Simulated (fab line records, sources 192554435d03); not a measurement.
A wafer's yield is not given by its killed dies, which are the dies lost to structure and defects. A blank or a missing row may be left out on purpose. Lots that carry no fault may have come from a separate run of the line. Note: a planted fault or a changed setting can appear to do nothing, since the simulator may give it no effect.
fab line records | flow n5Finfet
record: lots: 5 wafers: 15 lastDay: 18
route steps=1938 shown BEOL_M2@857
lots with no fault: from the same line, run without faults
startH: hours from the record's opening day to when the first of the lot's shown wafers began | waitH: how many hours have passed since the lot's step before this one | " unchanged from the row above | L1.1+2: one row covering several wafers at once | - no value present, or no start provided | * or withheld: withheld | < > ~ a bound
route shown NAME@n: a module of which the file shows steps, and the number in the route of the first | usual: mean and standard deviation over wafers with no fault | same: alike in all rows | chamber/n: place in a boat | sites: each site's reading | _std_site: their standard deviation | _edge_site: the outer-site mean with the inner-site mean subtracted | radiusMm: for every site, how far away it sits from the centre of the wafer | mask NAME#n: copy n | behind: the tool/chamber that last shaped the wafer | hold: reason for holding the lot/hours on hold/outcome of the hold | device: whichever transistor did not switch (one of n, p or np) | end of line: the route-end tests of the same wafers | for a step that has no rows: nothing shown but its recipe | killed: dies that structure and defects cost at the first sort, which is not the same as the wafer's yield | map: a wafer's dies, x killed, . not, _ none there
set.NAME: the setting the step ran with; set.NAME@STEP: the setting that earlier step ran with | model.NAME: the simulator's own value behind a step, which no gauge read
lots at selected steps of the route; one table per step, one row per wafer
services: when a tool's chamber went out of use (startH, in hours from the record's first day, below 0 if earlier), for how many hours, and the reason
== steps ==
step: N5_BEOL_M2_DESCUM_16
recipe: chemistry: O2 timeS: 7 sourcePowerW: 50 biasPowerW: 20 pressureMtorr: 20 rfFrequencyHz: 2.712e+07 tempC: 40 resist: CAR-EUV o2FlowSccm: 225
usual: chamberPressureMTorr: 20.000/0.024 drypumpMotorCurrentA: 5.73/0.26 oesProductAu: 0.83/0.087 rfFwdPowerW: 49.34/0.23 rfVppV: 243.4/1.2 showerheadPlenumPTorr: 2.11/0.067 throttleValvePct: 20.26/0.3
columns lot.wafer tool chamber startH waitH chamberPressureMTorr drypumpMotorCurrentA oesProductAu rfFwdPowerW rfHoursCounterH rfVppV showerheadPlenumPTorr throttleValvePct
L076.2 rieDiel-04 2 151.74 0.0 20.035 5.47 0.68 49.44 211 240.7 1.98 20.88
L076.3 " 3 " " 19.999 6.03 0.89 49.67 35 244.9 2.23 20.43
L076.6 " 3 " " 19.984 6.03 0.89 49.58 - 244.5 2.23 20.41
L079.1 rieDiel-04 0 177.08 0.0 19.995 5.45 0.67 49.26 231 242.9 2.07 20.40
L079.3 " 3 " " 19.994 6.03 0.88 49.48 45 243.4 2.23 20.45
L079.5 " 1 " " 19.994 6.02 0.96 49.23 - 244.3 2.13 20.21
L081.1 rieDiel-05 2 186.76 0.0 20.030 6.14 0.83 49.50 74 243.5 2.10 20.47
L081.4 " 2 " " 19.973 6.14 0.84 49.68 - 242.7 2.10 20.47
L081.6 " 0 " " 20.017 5.58 0.77 49.36 - 242.5 2.12 20.26
L087.3 rieDiel-06 3 226.21 0.0 19.978 5.27 0.96 48.91 8 242.5 2.13 19.76
L087.4 " 0 " " 19.987 5.60 0.83 49.22 66 244.8 2.20 20.43
L087.5 " 1 " " 19.963 5.62 0.81 48.94 - 242.9 2.03 20.26
L093.3 rieDiel-05 2 255.22 0.0 20.017 6.11 0.82 49.55 98 242.5 2.09 20.50
L093.5 " 1 " " 20.011 5.80 0.87 49.36 - 244.0 2.12 19.84
L093.6 " 0 " " 20.026 5.56 0.76 49.60 - 243.0 2.11 20.29
step: N5_BEOL_M2_ETCH_74
recipe: chemistry: N2/H2 target: underlayer targetDepthA: 65 maskMaterial: CAR-EUV timeS: 5.2 ionEnergyEv: 200 pressureMtorr: 30 sourceW: 840 biasW: 150 n2FlowSccm: 200 h2FlowSccm: 200 ends: cleared
usual: chamberPressureMTorr: 29.99/0.042 drypumpMotorCurrentA: 5.73/0.26 etchRfOnTimeS: 5.21/0.091 oesProductAu: 0.71/0.074 rfFwdPowerW: 819.3/2.3 rfVppV: 524.8/2.6 showerheadPlenumPTorr: 2.57/0.083 throttleValvePct: 17.7/0.32
columns lot.wafer tool chamber startH waitH chamberPressureMTorr drypumpMotorCurrentA etchRfOnTimeS oesProductAu rfFwdPowerW rfHoursCounterH rfVppV showerheadPlenumPTorr throttleValvePct
L076.2 rieDiel-04 2 151.77 0.0 30.05 5.46 5.21 0.59 821.7 211 517.8 2.42 18.4
L076.3 " 3 " " 29.99 6.05 5.08 0.77 819.4 35 527.6 2.71 17.8
L076.6 " 3 " " 29.92 6.04 5.11 0.77 820.6 - 526.9 2.71 17.8
L079.1 rieDiel-04 0 177.11 0.0 30.03 5.48 5.37 0.59 820.2 231 527.0 2.51 17.9
L079.3 " 3 " " 29.91 6.04 5.07 0.74 814.7 45 527.6 2.71 17.8
L079.5 " 1 " " 30.01 6.06 5.09 0.83 819.4 - 528.1 2.60 17.7
L081.1 rieDiel-05 2 186.79 0.0 30.00 6.15 5.23 0.70 813.5 74 521.7 2.58 18.0
L081.4 " 2 " " 30.02 6.17 5.27 0.71 817.9 - 525.5 2.58 18.0
L081.6 " 0 " " 30.04 5.57 5.19 0.66 816.6 - 523.0 2.55 17.5
L087.3 rieDiel-06 3 226.24 0.0 30.03 5.29 5.14 0.83 820.9 8 527.8 2.60 17.3
L087.4 " 0 " " 29.99 5.60 5.25 0.71 817.7 66 526.3 2.70 17.9
L087.5 " 1 " " 29.99 5.61 5.11 0.71 819.5 - 523.9 2.47 17.8
L093.3 rieDiel-05 2 255.26 0.0 30.00 6.14 5.31 0.68 819.1 98 526.3 2.57 18.0
L093.5 " 1 " " 29.94 5.80 5.31 0.74 820.2 - 524.9 2.58 17.3
L093.6 " 0 " " 30.03 5.61 5.28 0.64 820.5 - 523.1 2.54 17.6
step: N5_BEOL_M2_ETCH_63
recipe: chemistry: CF4 target: SiARC targetDepthA: 156 maskMaterial: CAR-EUV timeS: 26 ionEnergyEv: 80 pressureMtorr: 40 sourceW: 545 biasW: 36 Ar_flow_sccm: 100 cf4FlowSccm: 100 ends: cleared
usual: chamberPressureMTorr: 40.00/0.037 drypumpMotorCurrentA: 5.73/0.26 etchRfOnTimeS: 26.1/0.5 oesProductAu: 0.71/0.074 rfFwdPowerW: 532.2/2.1 rfVppV: 184.3/1.1 showerheadPlenumPTorr: 2.17/0.066 throttleValvePct: 15.47/0.26
columns lot.wafer tool chamber startH waitH chamberPressureMTorr drypumpMotorCurrentA etchRfOnTimeS oesProductAu rfFwdPowerW rfHoursCounterH rfVppV showerheadPlenumPTorr throttleValvePct
L076.2 rieDiel-04 2 151.79 0.0 40.00 5.42 26.4 0.59 536.0 211 183.5 2.03 16.03
L076.3 " 3 " " 39.98 6.02 25.9 0.75 534.0 35 185.9 2.27 15.54
L076.6 " 3 " " 40.02 6.03 26.0 0.76 533.8 - 185.4 2.27 15.54
L079.1 rieDiel-04 0 177.13 0.0 39.98 5.41 27.2 0.57 532.2 231 182.3 2.13 15.65
L079.3 " 3 " " 39.98 6.03 25.8 0.74 534.9 45 185.8 2.27 15.53
L079.5 " 1 " " 40.02 6.05 25.5 0.82 532.5 - 186.1 2.17 15.38
L081.1 rieDiel-05 2 186.81 0.0 40.06 6.14 26.7 0.70 529.7 74 184.0 2.15 15.69
L081.4 " 2 " " 39.95 6.16 26.3 0.70 529.7 - 186.2 2.15 15.68
L081.6 " 0 " " 40.04 5.58 25.8 0.67 533.0 - 184.5 2.15 15.33
L087.3 rieDiel-06 3 226.26 0.0 40.00 5.24 25.6 0.83 534.1 8 184.4 2.20 15.07
L087.4 " 0 " " 39.97 5.57 25.9 0.71 530.9 66 185.6 2.26 15.63
L087.5 " 1 " " 40.00 5.61 25.5 0.71 532.0 - 184.5 2.09 15.46
L093.3 rieDiel-05 2 255.27 0.0 39.92 6.14 26.4 0.68 530.4 98 185.4 2.15 15.73
L093.5 " 1 " " 39.98 5.78 26.3 0.74 532.3 - 184.5 2.18 15.14
L093.6 " 0 " " 39.98 5.54 26.1 0.65 528.6 - 183.5 2.14 15.38
step: N5_BEOL_M2_ETCH_64
recipe: chemistry: N2/H2 target: SOC targetDepthA: 750 overetchA: 225 maskMaterial: SiARC tempC: 40 timeS: 121.9 ionEnergyEv: 200 pressureMtorr: 30 sourceW: 840 biasW: 150 n2FlowSccm: 200 h2FlowSccm: 200
usual: chamberPressureMTorr: 30.001/0.027 drypumpMotorCurrentA: 5.74/0.26 oesProductAu: 0.63/0.062 rfFwdPowerW: 836.4/2.8 rfVppV: 524.6/2.5 showerheadPlenumPTorr: 2.57/0.083 throttleValvePct: 17.7/0.32
columns lot.wafer tool chamber startH waitH chamberPressureMTorr drypumpMotorCurrentA oesProductAu rfFwdPowerW rfHoursCounterH rfVppV showerheadPlenumPTorr throttleValvePct
L076.2 rieDiel-04 2 151.82 0.0 29.977 5.45 0.53 837.5 211 518.4 2.42 18.4
L076.3 " 3 " " 29.963 6.02 0.67 835.1 35 527.7 2.71 17.8
L076.6 " 3 " " 29.999 6.03 0.67 839.9 - 526.7 2.71 17.8
L079.1 rieDiel-04 0 177.16 0.0 29.999 5.43 0.52 833.7 231 522.9 2.51 17.9
L079.3 " 3 " " 30.061 6.02 0.66 833.0 45 528.0 2.71 17.8
L079.5 " 1 " " 30.009 6.04 0.72 834.5 - 524.8 2.60 17.6
L081.1 rieDiel-05 2 186.84 0.0 29.993 6.15 0.63 836.0 74 526.1 2.58 18.0
L081.4 " 2 " " 29.992 6.14 0.64 837.3 - 525.1 2.58 18.0
L081.6 " 0 " " 30.025 5.61 0.59 837.3 - 523.5 2.55 17.5
L087.3 rieDiel-06 3 226.29 0.0 29.992 5.27 0.73 836.1 8 525.5 2.60 17.3
L087.4 " 0 " " 30.031 5.56 0.62 837.7 66 528.2 2.70 17.9
L087.5 " 1 " " 29.966 5.59 0.62 840.8 - 521.9 2.47 17.7
L093.3 rieDiel-05 2 255.30 0.0 30.037 6.15 0.61 835.5 98 523.8 2.57 18.0
L093.5 " 1 " " 29.979 5.80 0.66 836.9 - 524.7 2.58 17.2
L093.6 " 0 " " 29.962 5.60 0.57 838.1 - 524.3 2.54 17.5
step: N5_BEOL_M2_STRIP_65
recipe: chemistry: N2/H2 tempC: 40 n2FlowSccm: 200 h2FlowSccm: 200 rfFrequencyHz: 6e+07
columns lot.wafer tool chamber startH waitH
L076.2+3+6 rieDiel-04 2,3,3 151.93 0.1
L079.1+3+5 rieDiel-04 0,3,1 177.27 0.1
L081.1+4+6 rieDiel-05 2,2,0 186.95 0.1
L087.3+4+5 rieDiel-06 3,0,1 226.40 0.1
L093.3+5+6 rieDiel-05 2,1,0 255.41 0.1
step: N5_BEOL_M2_STRIP_75
recipe: chemistry: N2/H2 tempC: 40 n2FlowSccm: 200 h2FlowSccm: 200 rfFrequencyHz: 6e+07
columns lot.wafer tool chamber startH waitH
L076.2+3+6 rieDiel-04 2,3,3 151.94 0.0
L079.1+3+5 rieDiel-04 0,3,1 177.28 0.0
L081.1+4+6 rieDiel-05 2,2,0 186.96 0.0
L087.3+4+5 rieDiel-06 3,0,1 226.41 0.0
L093.3+5+6 rieDiel-05 2,1,0 255.42 0.0
step: N5_BEOL_M2_STRIP_66
recipe: chemistry: CF4 resist: SiARC powerW: 300 biasPowerW: 75 pressureMtorr: 50 cf4FlowSccm: 150 rfFrequencyHz: 6e+07
usual: chamberPressureMTorr: 49.99/0.05 drypumpMotorCurrentA: 5.72/0.25 oesProductAu: 0.82/0.081 rfFwdPowerW: 292.6/0.89 rfVppV: 271.6/1.5 showerheadPlenumPTorr: 1.81/0.055 throttleValvePct: 13.43/0.27
columns lot.wafer tool chamber startH waitH chamberPressureMTorr drypumpMotorCurrentA oesProductAu rfFwdPowerW rfHoursCounterH rfVppV showerheadPlenumPTorr throttleValvePct
L076.2 rieDiel-04 2 151.95 0.0 50.04 5.47 0.68 293.1 211 268.8 1.70 14.00
L076.3 " 3 " " 49.96 6.04 0.86 292.0 36 273.3 1.90 13.45
L076.6 " 3 " " 50.09 6.06 0.87 291.6 - 275.5 1.90 13.47
L079.1 rieDiel-04 0 177.29 0.0 49.90 5.45 0.68 291.6 231 268.5 1.78 13.65
L079.3 " 3 " " 49.95 6.02 0.86 292.3 45 273.6 1.90 13.46
L079.5 " 1 " " 49.99 6.04 0.93 292.6 - 272.5 1.82 13.29
L081.1 rieDiel-05 2 186.97 0.0 49.99 6.13 0.83 292.9 74 270.6 1.80 13.62
L081.4 " 2 " " 50.11 6.13 0.82 292.1 - 271.7 1.79 13.62
L081.6 " 0 " " 50.02 5.54 0.77 293.8 - 272.0 1.80 13.33
L087.3 rieDiel-06 3 226.42 0.0 49.99 5.26 0.96 292.9 8 270.9 1.83 13.02
L087.4 " 0 " " 49.97 5.58 0.82 291.9 66 272.3 1.90 13.61
L087.5 " 1 " " 50.01 5.62 0.81 292.1 - 269.8 1.76 13.39
L093.3 rieDiel-05 2 255.43 0.0 49.98 6.11 0.80 292.5 98 270.7 1.79 13.65
L093.5 " 1 " " 49.97 5.79 0.86 292.5 - 271.8 1.82 13.12
L093.6 " 0 " " 50.01 5.58 0.75 292.7 - 271.6 1.80 13.39
step: N5_BEOL_M2_HM_OPEN_17
recipe: chemistry: Cl2/BCl3 targetDepthA: 200 overetchA: 60 target: TiN maskMaterial: SOC ionEnergyEv: 150 pressureMtorr: 10 icpW: 1000 biasW: 126 Cl2_flow_sccm: 53.25 bcl3FlowSccm: 21.75 Ar_flow_sccm: 25
usual: chamberPressureMTorr: 10.001/0.01 drypumpMotorCurrentA: 5.7/0.46 heBacksideLeakSccm: 3.35/0.22 mfcCl2Sccm: 53.24/0.18 oesProductAu: 0.69/0.084 rfFwdPowerW: 992/3.4 throttleValvePct: 22.05/0.22
columns lot.wafer tool chamber startH waitH chamberPressureMTorr drypumpMotorCurrentA heBacksideLeakSccm mfcCl2Sccm oesProductAu rfFwdPowerW rfHoursCounterH throttleValvePct
L076.2 rieMetal-03 1 151.99 0.0 9.993 5.5 3.51 53.12 0.77 995 11 21.90
L076.3 " 0 " " 10.002 6.4 3.35 53.07 0.71 993 - 22.21
L076.6 " 0 " " 10.013 6.4 3.31 53.17 0.72 997 - 22.21
L079.1 rieMetal-03 0 177.33 0.0 10.002 6.4 3.59 53.10 0.70 997 23 22.25
L079.3 " 1 " " 9.986 5.5 3.50 53.39 0.75 996 - 21.89
L079.5 " 0 " " 10.013 6.4 3.62 53.11 0.71 995 - 22.23
L081.1 rieMetal-02 1 187.01 0.0 10.006 5.8 3.35 53.25 0.67 988 41 21.76
L081.4 " 0 " " 9.999 5.4 3.01 53.19 0.74 992 - 22.14
L081.6 " 1 " " 10.023 5.7 3.28 53.22 0.67 991 - 21.78
L087.3 rieMetal-03 0 226.49 0.1 9.993 6.4 3.43 52.96 0.70 997 - 22.22
L087.4 " 1 " " 10.021 5.5 3.62 53.50 0.74 995 - 21.90
L087.5 " 0 " " 10.002 6.4 3.63 53.28 0.71 993 - 22.22
L093.3 rieMetal-03 0 255.51 0.1 10.021 6.4 3.36 53.22 0.69 988 - 22.21
L093.5 " 1 " " 9.999 5.5 3.28 53.10 0.74 994 - 21.90
L093.6 " 0 " " 10.012 6.4 3.22 53.02 0.70 993 - 22.24
step: N5_BEOL_M2_STRIP_19
recipe: chemistry: O2 powerW: 400 tempC: 40 pressureMtorr: 30 rfFrequencyHz: 6e+07 biasPowerW: 0 overashFraction: 0.2 o2FlowSccm: 225
usual: chamberPressureMTorr: 30.003/0.027 drypumpMotorCurrentA: 5.79/0.26 oesProductAu: 0.83/0.087 rfVppV: 3.7/0.46 showerheadPlenumPTorr: 2.11/0.056 throttleValvePct: 16.51/0.28
columns lot.wafer tool chamber startH waitH chamberPressureMTorr drypumpMotorCurrentA oesProductAu rfHoursCounterH rfVppV showerheadPlenumPTorr throttleValvePct
L076.2 rieDiel-05 0 152.10 0.1 29.988 5.55 0.78 105 3.7 2.13 16.46
L076.3 " 3 " " 30.002 5.96 0.68 244 4.3 2.06 16.88
L076.6 " 2 " " 30.035 6.15 0.86 - 4.2 2.11 16.69
L079.1 rieDiel-04 3 177.44 0.1 29.983 6.03 0.88 45 3.1 2.23 16.63
L079.3 " 2 " " 30.026 5.44 0.68 220 3.5 1.98 17.14
L079.5 " 1 " " 30.014 6.05 0.96 - 4.6 2.13 16.45
L081.1 rieDiel-04 2 187.13 0.1 29.978 5.46 0.68 223 3.6 1.98 17.13
L081.4 " 3 " " 29.993 6.03 0.87 47 4.7 2.23 16.62
L081.6 " 1 " " 30.035 6.05 0.95 - 3.7 2.13 16.46
L087.3 rieDiel-04 0 226.57 0.1 30.001 5.47 0.65 247 4.1 2.07 16.70
L087.4 " 2 " " 30.014 5.46 0.67 234 4.0 1.98 17.14
L087.5 " 2 " " 29.986 5.46 0.68 - 3.3 1.98 17.17
L093.3 rieDiel-05 2 255.59 0.1 30.042 6.14 0.81 98 3.6 2.09 16.79
L093.5 " 1 " " 30.009 5.80 0.87 - 4.2 2.12 16.11
L093.6 " 0 " " 30.015 5.57 0.76 - 3.9 2.12 16.54
step: N5_BEOL_M2_CD_MEAS_18
recipe: pitchNm: 36 targetCdNm: 18
usual: cdNm: 18.1/0.32
columns lot.wafer tool chamber startH waitH cdNm
L076.2 cdSem-02 - 152.17 0.1 18.5
L076.3 " - " " 18.0
L076.6 " - " " 18.1
L079.1 cdSem-03 - 177.51 0.0 17.5
L079.3 " - " " 18.0
L079.5 " - " " 17.7
L081.1 cdSem-02 - 187.20 0.0 18.0
L081.4 " - " " 18.0
L081.6 " - " " 18.2
L087.3 cdSem-02 - 226.65 0.1 17.6
L087.4 " - " " 18.7
L087.5 " - " " 18.1
L093.3 cdSem-03 - 255.66 0.1 17.7
L093.5 " - " " 18.4
L093.6 " - " " 18.0
step: N5_BEOL_M2_COAT_67
recipe: resist: SOC tempC: 250 timeS: 60 spinRpm: 1500 resistThkNm: 60
usual: resistLineTempC: 23.02/0.093
columns lot.wafer tool chamber startH waitH resistLineTempC
L076.2 lithoTrack-04 0 152.21 0.0 22.94
L076.3 " 0 " " 22.92
L076.6 " 0 " " 23.00
L079.1 lithoTrack-03 0 177.55 0.0 22.99
L079.3 " 0 " " 23.04
L079.5 " 0 " " 22.94
L081.1 lithoTrack-04 0 187.24 0.0 22.98
L081.4 " 0 " " 23.10
L081.6 " 0 " " 23.00
L087.3 lithoTrack-03 0 226.68 0.0 23.08
L087.4 " 0 " " 23.08
L087.5 " 0 " " 23.08
L093.3 lithoTrack-03 0 255.69 0.0 23.21
L093.5 " 0 " " 22.97
L093.6 " 0 " " 23.10
step: N5_BEOL_M2_COAT_68
recipe: resist: SiARC tempC: 220 timeS: 60 spinRpm: 1500 resistThkNm: 12
usual: resistLineTempC: 23.00/0.1
columns lot.wafer tool chamber startH waitH resistLineTempC
L076.2 lithoTrack-04 0 - - 23.00
L076.3 " 0 " " 23.08
L076.6 " 0 " " 23.04
L079.1 lithoTrack-03 0 - - 23.13
L079.3 " 0 " " 23.11
L079.5 " 0 " " 23.00
L081.1 lithoTrack-04 0 - - 22.85
L081.4 " 0 " " 22.87
L081.6 " 0 " " 22.89
L087.3 lithoTrack-03 0 - - 23.04
L087.4 " 0 " " 23.03
L087.5 " 0 " " 23.05
L093.3 lithoTrack-03 0 - - 23.23
L093.5 " 0 " " 23.06
L093.6 " 0 " " 23.12
step: N5_BEOL_M2_COAT_76
recipe: resist: underlayer tempC: 205 timeS: 60 spinRpm: 1500 resistThkNm: 5
usual: resistLineTempC: 23.00/0.12
columns lot.wafer tool chamber startH waitH resistLineTempC
L076.2 lithoTrack-04 0 - - 23.13
L076.3 " 0 " " 23.08
L076.6 " 0 " " 22.91
L079.1 lithoTrack-03 0 - - 23.00
L079.3 " 0 " " 23.05
L079.5 " 0 " " 23.05
L081.1 lithoTrack-04 0 - - 22.85
L081.4 " 0 " " 22.94
L081.6 " 0 " " 22.87
L087.3 lithoTrack-03 0 - - 22.98
L087.4 " 0 " " 23.16
L087.5 " 0 " " 22.90
L093.3 lithoTrack-03 0 - - 23.03
L093.5 " 0 " " 23.10
L093.6 " 0 " " 22.96
step: N5_BEOL_M2_COAT_22
recipe: resist: CAR-EUV spinRpm: 1500 resistThkNm: 30
usual: resistLineTempC: 22.98/0.1
columns lot.wafer tool chamber startH waitH resistLineTempC
L076.2 lithoTrack-04 0 - - 23.01
L076.3 " 0 " " 22.86
L076.6 " 0 " " 23.04
L079.1 lithoTrack-03 0 - - 23.00
L079.3 " 0 " " 22.87
L079.5 " 0 " " 22.87
L081.1 lithoTrack-04 0 - - 22.97
L081.4 " 0 " " 22.92
L081.6 " 0 " " 23.00
L087.3 lithoTrack-03 0 - - 22.82
L087.4 " 0 " " 22.77
L087.5 " 0 " " 22.80
L093.3 lithoTrack-03 0 - - 22.98
L093.5 " 0 " " 22.95
L093.6 " 0 " " 22.91
step: N5_BEOL_M2_EBR_24
recipe: solvent: PGMEA ebrWidthMm: 1.5
usual: resistLineTempC: 23.00/0.11
columns lot.wafer tool chamber startH waitH resistLineTempC
L076.2 lithoTrack-04 0 - - 22.96
L076.3 " 0 " " 22.93
L076.6 " 0 " " 22.73
L079.1 lithoTrack-03 0 - - 23.09
L079.3 " 0 " " 22.98
L079.5 " 0 " " 22.91
L081.1 lithoTrack-04 0 - - 22.89
L081.4 " 0 " " 22.92
L081.6 " 0 " " 23.06
L087.3 lithoTrack-03 0 - - 22.97
L087.4 " 0 " " 22.85
L087.5 " 0 " " 23.06
L093.3 lithoTrack-03 0 - - 22.94
L093.5 " 0 " " 22.84
L093.6 " 0 " " 22.78
step: N5_BEOL_M2_SOFTBAKE_23
recipe: tempC: 110 timeS: 60 resist: CAR-EUV
usual: resistLineTempC: 23.00/0.11
columns lot.wafer tool chamber startH waitH resistLineTempC
L076.2 lithoTrack-04 0 - - 22.96
L076.3 " 0 " " 23.10
L076.6 " 0 " " 23.14
L079.1 lithoTrack-03 0 - - 23.07
L079.3 " 0 " " 23.00
L079.5 " 0 " " 22.93
L081.1 lithoTrack-04 0 - - 23.03
L081.4 " 0 " " 23.20
L081.6 " 0 " " 23.15
L087.3 lithoTrack-03 0 - - 23.02
L087.4 " 0 " " 23.01
L087.5 " 0 " " 22.98
L093.3 lithoTrack-03 0 - - 22.78
L093.5 " 0 " " 23.00
L093.6 " 0 " " 22.98
step: N5_BEOL_M2_EXPOSE_25
recipe: maskId: V1 na: 0.33 sourceShape: quasar sigmaInner: 0.2 sigmaOuter: 0.8 polarization: unpolarized defocusNm: 5 doseMj: 63
usual: stageMsdNm: 0.895/0.0084
columns lot.wafer tool chamber startH waitH mask stageMsdNm
L076.2 euvScanner-01 0 152.48 - V1#0 0.894
L076.3 " 0 " " V1#0 0.891
L076.6 " 0 " " V1#0 0.890
L079.1 euvScanner-01 0 177.68 - V1#0 0.895
L079.3 " 0 " " V1#0 0.888
L079.5 " 0 " " V1#0 0.890
L081.1 euvScanner-01 0 187.37 - V1#0 0.890
L081.4 " 0 " " V1#0 0.890
L081.6 " 0 " " V1#0 0.886
L087.3 euvScanner-01 0 226.96 - V1#0 0.884
L087.4 " 0 " " V1#0 0.883
L087.5 " 0 " " V1#0 0.883
L093.3 euvScanner-02 0 255.85 - V1#0 0.902
L093.5 " 0 " " V1#0 0.901
L093.6 " 0 " " V1#0 0.900
step: N5_BEOL_M2_PEB_26
recipe: pebTempC: 100 pebTimeS: 60 resist: CAR-EUV
usual: resistLineTempC: 23.00/0.12
columns lot.wafer tool chamber startH waitH resistLineTempC
L076.2 lithoTrack-04 0 152.55 0.1 23.10
L076.3 " 0 " " 23.13
L076.6 " 0 " " 23.10
L079.1 lithoTrack-03 0 177.76 0.1 22.92
L079.3 " 0 " " 22.94
L079.5 " 0 " " 23.07
L081.1 lithoTrack-04 0 187.45 0.1 22.92
L081.4 " 0 " " 22.94
L081.6 " 0 " " 22.94
L087.3 lithoTrack-03 0 227.02 0.1 22.93
L087.4 " 0 " " 22.99
L087.5 " 0 " " 22.92
L093.3 lithoTrack-01 0 255.91 0.1 23.10
L093.5 " 0 " " 23.05
L093.6 " 0 " " 22.98
step: N5_BEOL_M2_DEVELOP_27
recipe: developTimeS: 30 developer: TMAH resist: CAR-EUV rinseLiquid: surfactantRinse dry: airSpin devTempC: 23
usual: resistLineTempC: 23.01/0.1
columns lot.wafer tool chamber startH waitH resistLineTempC
L076.2 lithoTrack-04 0 - - 22.98
L076.3 " 0 " " 22.94
L076.6 " 0 " " 22.90
L079.1 lithoTrack-03 0 - - 23.06
L079.3 " 0 " " 23.05
L079.5 " 0 " " 22.98
L081.1 lithoTrack-04 0 - - 23.04
L081.4 " 0 " " 22.98
L081.6 " 0 " " 22.93
L087.3 lithoTrack-03 0 - - 23.08
L087.4 " 0 " " 22.95
L087.5 " 0 " " 22.88
L093.3 lithoTrack-01 0 - - 22.93
L093.5 " 0 " " 22.99
L093.6 " 0 " " 23.05
step: N5_BEOL_M2_CD_MEAS_28
recipe: targetCdNm: 26.2 landingEnergyEv: 500 detector: seInlens targetCdYNm: 24.1 polarity: opening
usual: cdNm: 26.22/0.23
columns lot.wafer tool chamber startH waitH cdNm
L076.2 cdSem-02 0 152.62 - 25.92
L076.3 " 0 " " 26.41
L076.6 " 0 " " 26.37
L079.1 cdSem-03 0 177.83 - 25.96
L079.3 " 0 " " 26.00
L079.5 " 0 " " 26.30
L081.1 cdSem-03 0 187.52 - 26.29
L081.4 " 0 " " 26.27
L081.6 " 0 " " 25.58
L087.3 cdSem-03 0 227.09 - 26.05
L087.4 " 0 " " 26.13
L087.5 " 0 " " 26.22
L093.3 cdSem-01 0 255.98 - 26.27
L093.5 " 0 " " 26.60
L093.6 " 0 " " 26.14
step: N5_BEOL_M2_OVL_MEAS_29
recipe: pointsPerWafer: 522
usual: V1_OVL: 0.0/0.71
columns lot.wafer tool chamber startH waitH V1_OVL[nm]
L076.2 overlay-02 0 152.65 0.0 0.0
L076.3 " 0 " " 1.4
L076.6 " 0 " " -0.2
L079.1 overlay-01 0 177.86 0.0 0.6
L079.3 " 0 " " 0.6
L079.5 " 0 " " 0.9
L081.1 overlay-01 0 187.55 0.0 0.4
L081.4 " 0 " " -0.7
L081.6 " 0 " " -0.7
L087.3 overlay-01 0 227.13 0.0 0.4
L087.4 " 0 " " 0.6
L087.5 " 0 " " 0.5
L093.3 overlay-02 0 256.02 0.0 0.2
L093.5 " 0 " " 0.6
L093.6 " 0 " " -1.1
step: N5_BEOL_M2_INSPECT_30
recipe: mode: adi inspectInstrument: brightfield
usual: rawDefectCount: 400/91
columns lot.wafer tool chamber startH waitH rawDefectCount
L076.2 defectInspect-01 - 152.71 0.0 312
L076.3 " - " " 465
L076.6 " - " " 292
L079.1 defectInspect-01 - 177.92 0.1 552
L079.3 " - " " 526
L079.5 " - " " 398
L081.1 defectInspect-02 - 187.61 0.1 288
L081.4 " - " " 269
L081.6 " - " " 301
L087.3 defectInspect-01 - 227.18 0.0 337
L087.4 " - " " 381
L087.5 " - " " 354
L093.3 defectInspect-01 - 256.06 0.0 427
L093.5 " - " " 404
L093.6 " - " " 396
step: N5_BEOL_M2_DESCUM_33
recipe: chemistry: O2 timeS: 7 sourcePowerW: 50 biasPowerW: 20 pressureMtorr: 20 rfFrequencyHz: 2.712e+07 tempC: 40 resist: CAR-EUV o2FlowSccm: 225
usual: chamberPressureMTorr: 20.000/0.019 drypumpMotorCurrentA: 5.71/0.26 oesProductAu: 0.83/0.089 rfFwdPowerW: 49.34/0.27 rfVppV: 243.6/1.4 showerheadPlenumPTorr: 2.12/0.075 throttleValvePct: 20.27/0.3
columns lot.wafer tool chamber startH waitH chamberPressureMTorr drypumpMotorCurrentA oesProductAu rfFwdPowerW rfHoursCounterH rfVppV showerheadPlenumPTorr throttleValvePct
L076.2 rieDiel-06 2 152.79 0.1 20.005 5.77 0.90 48.79 30 245.6 2.22 19.96
L076.3 " 1 " " 20.010 5.60 0.84 49.29 69 243.4 2.04 20.21
L076.6 " 1 " " 19.985 5.61 0.84 49.02 - 242.0 2.04 20.23
L079.1 rieDiel-04 3 177.95 0.0 19.991 6.03 0.88 49.64 45 244.4 2.23 20.44
L079.3 " 0 " " 19.995 5.45 0.67 49.28 231 243.0 2.07 20.38
L079.5 " 2 " " 20.030 5.42 0.69 49.42 - 240.7 1.98 20.92
L081.1 rieDiel-05 2 187.64 0.0 20.033 6.13 0.83 49.20 74 243.8 2.10 20.46
L081.4 " 0 " " 19.987 5.55 0.78 49.52 - 243.3 2.12 20.25
L081.6 " 2 " " 19.965 6.13 0.84 49.12 - 243.9 2.10 20.47
L087.3 rieDiel-06 2 227.21 0.0 19.993 5.74 0.86 49.23 55 244.3 2.21 20.02
L087.4 " 0 " " 19.978 5.60 0.84 49.40 66 245.8 2.20 20.42
L087.5 " 1 " " 20.000 5.61 0.83 49.25 - 242.0 2.03 20.25
L093.3 rieDiel-06 2 256.11 0.0 19.993 5.73 0.85 48.79 63 244.3 2.21 20.02
L093.5 " 0 " " 19.962 5.59 0.83 49.65 - 243.8 2.20 20.42
L093.6 " 3 " " 19.998 5.26 0.93 48.77 - 244.6 2.12 19.76
== services ==
columns tool chamber startH hours kind
rieDiel-04 1 135.28 - clean
rieDiel-04 1 135.28 - consumableReplace:focusRing
rieDiel-04 1 135.28 16.8 scheduledDown
rieDiel-04 1 135.28 16.8 ventCycle
euvScanner-02 - 146.46 1.0 pm
rieDiel-06 3 172.28 - clean
rieDiel-06 3 172.28 - consumableReplace:focusRing
rieDiel-06 3 172.28 22.5 scheduledDown
rieDiel-06 3 172.28 22.5 ventCycle
euvScanner-01 - 172.58 1.0 pm
euvScanner-02 - 173.62 2.0 repair
euvScanner-02 - 179.08 4.6 pm
rieDiel-05 3 184.85 - clean
rieDiel-05 3 184.85 - consumableReplace:focusRing
rieDiel-05 3 184.85 29.9 scheduledDown
rieDiel-05 3 184.85 29.9 ventCycle
euvScanner-01 - 228.73 1.0 pm
rieDiel-05 - 238.15 0.8 repair
rieDiel-04 0 238.47 - clean
rieDiel-04 0 238.47 - consumableReplace:focusRing
rieDiel-04 0 238.47 12.6 scheduledDown
rieDiel-04 0 238.47 12.6 ventCycle
euvScanner-02 0 242.20 - calibration
== key ==
fault none
